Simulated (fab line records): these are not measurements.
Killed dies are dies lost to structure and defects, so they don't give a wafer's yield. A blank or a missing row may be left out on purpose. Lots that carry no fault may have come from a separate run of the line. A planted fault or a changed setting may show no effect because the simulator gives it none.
Which of the tools did it? | flow n5-finfet | 9 lots with 27 wafers sampled at 6 steps, on a route of 1938 steps

== WHAT THE GAUGES READ, wafer by wafer ==
N5_SD_EPI_P_EPI_MEAS_23. Usual: thk-nm reads 61.1 nm (standard deviation 1.3).
lot  | measured    | on            | thk-nm (nm)    | flag
L138 | day 4 02:11 | film-metro-02 | 62.3 60.2 59.5 |
L139 | day 4 09:51 | film-metro-02 | 59.6 58.4 62.6 |
L142 | day 5 03:01 | film-metro-01 | 62.6 62.1 61.1 |
L145 | day 5 18:30 | film-metro-01 | 63.7 61.6 59.9 |
L147 | day 6 17:59 | film-metro-01 | 55.1 53.1 54.9 | OFF
L149 | day 6 22:17 | film-metro-02 | 54.7 55.3 56.0 | OFF
L155 | day 8 02:50 | film-metro-02 | 61.3 61.0 60.4 |
L157 | day 8 17:52 | film-metro-02 | 60.7 62.0 62.8 |
L158 | day 9 02:37 | film-metro-01 | 61.0 61.4 60.8 |

N5_BEOL_M4_RC_MEAS_101. Usual: DIBL_N 36.1 mV/V, standard deviation 1.4; DIBL_P 36.3 mV/V, standard deviation 1.4; IOFF_N 0.154 nA/um, standard deviation 0.021; IOFF_P 0.21 nA/um, standard deviation 0.032; ION_N 670 uA/um, standard deviation 8.1; ION_P 461 uA/um, standard deviation 7; SS_N 71.4 mV/dec, standard deviation 0.49; SS_P 73.3 mV/dec, standard deviation 0.5; VT_N 250.4 mV, standard deviation 2.6; VT_P -250 mV, standard deviation 3.7.
lot  | measured     | on        | DIBL_N (mV/V)  | DIBL_P (mV/V)  | IOFF_N (nA/um)    | IOFF_P (nA/um) | ION_N (uA/um) | ION_P (uA/um) | SS_N (mV/dec)  | SS_P (mV/dec)  | VT_N (mV)         | VT_P (mV)      | flag
L138 | day 9 13:38  | prober-01 | 36.2 36.6 38.0 | 36.9 38.1 40.1 | 0.161 0.170 0.195 | 0.19 0.21 0.25 | 672 673 679   | 455 459 464   | 70.7 71.9 71.2 | 73.9 74.1 73.9 | 249.6 250.5 248.4 | -253 -256 -248 |
L139 | day 9 16:39  | prober-01 | 35.9 34.8 37.2 | 35.7 33.5 36.3 | 0.133 0.114 0.153 | 0.21 0.18 0.22 | 672 657 672   | 469 464 464   | 70.8 70.9 70.8 | 72.8 72.1 73.4 | 254.0 257.3 250.8 | -249 -254 -248 |
L142 | day 10 05:55 | prober-01 | 36.3 37.9 36.1 | 36.4 38.5 35.9 | 0.141 0.176 0.143 | 0.20 0.24 0.20 | 665 677 666   | 460 463 458   | 71.5 72.1 71.1 | 73.5 74.1 73.4 | 251.3 246.2 252.1 | -251 -249 -250 |
L145 | day 11 08:02 | prober-01 | 35.1 36.4 35.4 | 36.0 37.5 36.5 | 0.141 0.166 0.148 | 0.20 0.22 0.21 | 662 678 668   | 457 466 464   | 71.4 71.6 71.1 | 73.0 73.6 73.7 | 254.2 249.0 252.4 | -249 -251 -250 |
L147 | day 12 08:41 | prober-01 | 36.6 35.7 35.4 | 36.9 36.5 35.8 | 0.168 0.154 0.154 | 0.25 0.23 0.23 | 666 666 668   | 461 464 461   | 71.9 71.9 72.2 | 73.8 73.5 73.0 | 248.4 250.2 253.2 | -245 -249 -250 |
L149 | day 11 20:16 | prober-01 | 34.6 35.1 32.7 | 35.6 35.7 31.8 | 0.141 0.139 0.103 | 0.17 0.16 0.12 | 676 673 649   | 457 448 439   | 71.6 71.4 70.6 | 73.4 73.7 72.3 | 252.6 254.0 258.4 | -256 -257 -259 |
L155 | day 13 23:28 | prober-01 | 35.0 32.7 33.5 | 36.6 34.0 34.5 | 0.127 0.110 0.115 | 0.17 0.14 0.15 | 657 659 650   | 458 455 451   | 71.6 70.4 71.0 | 72.9 72.7 72.9 | 255.0 254.8 254.3 | -255 -254 -259 |
L157 | day 14 00:37 | prober-02 | 35.7 35.4 35.3 | 36.6 36.2 36.6 | 0.149 0.144 0.150 | 0.21 0.20 0.21 | 667 667 671   | 460 463 465   | 71.2 71.3 71.4 | 72.6 72.9 73.3 | 250.2 253.2 250.8 | -249 -251 -248 |
L158 | day 15 03:52 | prober-01 | 38.4 36.3 37.2 | 39.0 36.1 37.6 | 0.203 0.148 0.176 | 0.27 0.21 0.25 | 669 668 677   | 463 465 469   | 72.2 71.8 71.7 | 74.1 73.2 73.3 | 247.8 252.4 249.6 | -246 -250 -245 |

== WHAT TOOL EACH LOT RAN ON (gives the tool, then ch and the chambers of the sampled wafers, and finally the start) ==
lot  | N5_SD_EPI_N_DESCUM_14             | N5_SD_EPI_N_VAPOR_ETCH_50      | N5_SD_EPI_P_ETCH_47               | N5_SD_EPI_P_EPI_21
L138 | rie-diel-01 ch 0,1,3, day 3 17:58 | epi-rpcvd-02 ch 0, day 3 19:40 | rie-diel-05 ch 0,1,2, day 3 23:08 | epi-rpcvd-04 ch 0, day 3 23:58
L139 | rie-diel-02 ch 0,2,3, day 4 01:06 | epi-rpcvd-01 ch 0, day 4 02:44 | rie-diel-06 ch 0,2,3, day 4 06:49 | epi-rpcvd-03 ch 0, day 4 07:38
L142 | rie-diel-01 ch 0,2,3, day 4 18:21 | epi-rpcvd-02 ch 0, day 4 19:50 | rie-diel-04 ch 0,1,2, day 4 23:57 | epi-rpcvd-04 ch 0, day 5 00:50
L145 | rie-diel-01 ch 0,2, day 5 10:04   | epi-rpcvd-03 ch 0, day 5 11:55 | rie-diel-06 ch 0,3, day 5 15:28   | epi-rpcvd-04 ch 0, day 5 16:18
L147 | rie-diel-03 ch 1,2,3, day 6 08:48 | epi-rpcvd-03 ch 0, day 6 10:23 | rie-diel-06 ch 0,2,3, day 6 13:58 | epi-rpcvd-04 ch 0, day 6 16:30
L149 | rie-diel-02 ch 2,3, day 6 13:28   | epi-rpcvd-03 ch 0, day 6 15:05 | rie-diel-04 ch 2,3, day 6 18:25   | epi-rpcvd-04 ch 0, day 6 19:22
L155 | rie-diel-01 ch 0,2,3, day 7 18:56 | epi-rpcvd-01 ch 0, day 7 20:28 | rie-diel-06 ch 2,3, day 7 23:47   | epi-rpcvd-02 ch 0, day 8 00:59
L157 | rie-diel-03 ch 0,1,2, day 8 08:07 | epi-rpcvd-01 ch 0, day 8 09:46 | rie-diel-06 ch 0,3, day 8 13:59   | epi-rpcvd-03 ch 0, day 8 15:25
L158 | rie-diel-02 ch 0,2,3, day 8 17:03 | epi-rpcvd-01 ch 0, day 8 18:44 | rie-diel-06 ch 0,1,3, day 8 22:44 | epi-rpcvd-03 ch 0, day 9 00:39
- N5_SD_EPI_N_DESCUM_14: chemistry O2, time 7.9 s.
- N5_SD_EPI_N_VAPOR_ETCH_50: etches Si in HCl, time 54 s.
- N5_SD_EPI_P_ETCH_47: etches SiOCN in CH3F/O2, target depth 25 nm.
- N5_SD_EPI_P_EPI_21: deposits SiGe:B, time 355 s.

== AS READ BY THE TOOLS THEMSELVES (means over the sampled wafers that have a number; for cases with no such wafer, the mark the record gives instead) ==
N5_SD_EPI_N_DESCUM_14. Usual: drypump-motor-current-A 5.8 A, standard deviation 0.46; oes-product-au 0.76 a.u., standard deviation 0.094; rf-vpp-V 243.7 V, standard deviation 1.4; showerhead-plenum-p-Torr 2.12 Torr, standard deviation 0.079; throttle-valve-pct 20.43 %, standard deviation 0.16.
lot  | tool        | drypump-motor-current-A (A) | oes-product-au (a.u.) | rf-vpp-V (V) | showerhead-plenum-p-Torr (Torr) | throttle-valve-pct (%) | flag
L138 | rie-diel-01 | 5.8                         | 0.73                  | 243.2        | 2.09                            | 20.36                  |
L139 | rie-diel-02 | 6.1                         | 0.78                  | 243.9        | 2.16                            | 20.56                  |
L142 | rie-diel-01 | 5.5                         | 0.74                  | 243.6        | 2.15                            | 20.46                  |
L145 | rie-diel-01 | 5.4                         | 0.70                  | 244.5        | 2.16                            | 20.51                  |
L147 | rie-diel-03 | 6.0                         | 0.76                  | 242.7        | 2.11                            | 20.42                  |
L149 | rie-diel-02 | 6.4                         | 0.83                  | 244.0        | 2.17                            | 20.38                  |
L155 | rie-diel-01 | 5.6                         | 0.72                  | 244.1        | 2.14                            | 20.51                  |
L157 | rie-diel-03 | 6.0                         | 0.83                  | 243.0        | 2.10                            | 20.35                  |
L158 | rie-diel-02 | 6.1                         | 0.83                  | 244.1        | 2.14                            | 20.51                  |

N5_SD_EPI_N_VAPOR_ETCH_50. Usual: throttle-valve-pct reads 11.82 % (standard deviation 0.17).
lot  | tool         | throttle-valve-pct (%) | flag
L138 | epi-rpcvd-02 | 11.91                  |
L139 | epi-rpcvd-01 | 12.08                  |
L142 | epi-rpcvd-02 | 11.81                  |
L145 | epi-rpcvd-03 | 11.46                  |
L147 | epi-rpcvd-03 | 11.77                  |
L149 | epi-rpcvd-03 | 11.85                  |
L155 | epi-rpcvd-01 | 11.88                  |
L157 | epi-rpcvd-01 | 11.90                  |
L158 | epi-rpcvd-01 | 11.77                  |

N5_SD_EPI_P_ETCH_47. Usual: bias-w 28.99 W, standard deviation 0.089; drypump-motor-current-A 6.0 A, standard deviation 0.38; oes-product-au 0.77 a.u., standard deviation 0.065; rf-vpp-V 127.7 V, standard deviation 1.6; showerhead-plenum-p-Torr 1.98 Torr, standard deviation 0.07; throttle-valve-pct 16.38 %, standard deviation 0.19.
lot  | tool        | bias-w (W) | drypump-motor-current-A (A) | oes-product-au (a.u.) | rf-vpp-V (V) | showerhead-plenum-p-Torr (Torr) | throttle-valve-pct (%) | flag
L138 | rie-diel-05 | 28.92      | 5.5                         | 0.78                  | 128.6        | 2.06                            | 16.34                  |
L139 | rie-diel-06 | 28.96      | 6.2                         | 0.77                  | 128.9        | 2.04                            | 16.50                  |
L142 | rie-diel-04 | 28.93      | 5.8                         | 0.76                  | 127.3        | 1.95                            | 16.18                  |
L145 | rie-diel-06 | 29.00      | 6.2                         | 0.79                  | 130.0        | 2.01                            | 16.48                  |
L147 | rie-diel-06 | 28.95      | 6.2                         | 0.77                  | 129.6        | 2.03                            | 16.54                  |
L149 | rie-diel-04 | 29.10      | 6.3                         | 0.72                  | 127.2        | 1.93                            | 16.37                  |
L155 | rie-diel-06 | 29.01      | 6.2                         | 0.72                  | 128.9        | 2.05                            | 16.61                  |
L157 | rie-diel-06 | 29.05      | 6.1                         | 0.77                  | 129.1        | 2.00                            | 16.51                  |
L158 | rie-diel-06 | 29.02      | 6.1                         | 0.81                  | 128.1        | 2.02                            | 16.50                  |

== THE ANSWER, worked out from the rows above alone ==
Rule: a lot is off if the mean of its wafers that have a number lies more than 3 standard deviations from the usual mean. A lot without any number at a reading at which 4 lots or more have one is off too. The other lots that the step has rows for count as sound. The gauges are gone through in route order, then the tools' own readings, and for those a lot's mean is taken as printed above. At the first step where some lot is off, the reading lying furthest off is the one used; lots without a number count as furthest.
Off, at N5_SD_EPI_P_EPI_MEAS_23 on thk-nm: L147, L149.
If a tool, at a process step before that reading, ran all the lots that are off and no sound lot after the first of them, it fits. The gauges at N5_SD_EPI_P_EPI_MEAS_23 are tried like those tools. Can't be told from this: 2 tools fit, epi-rpcvd-03 at N5_SD_EPI_N_VAPOR_ETCH_50, epi-rpcvd-04 at N5_SD_EPI_P_EPI_21.

== WHAT THE SIMULATOR HAD INSERTED ==
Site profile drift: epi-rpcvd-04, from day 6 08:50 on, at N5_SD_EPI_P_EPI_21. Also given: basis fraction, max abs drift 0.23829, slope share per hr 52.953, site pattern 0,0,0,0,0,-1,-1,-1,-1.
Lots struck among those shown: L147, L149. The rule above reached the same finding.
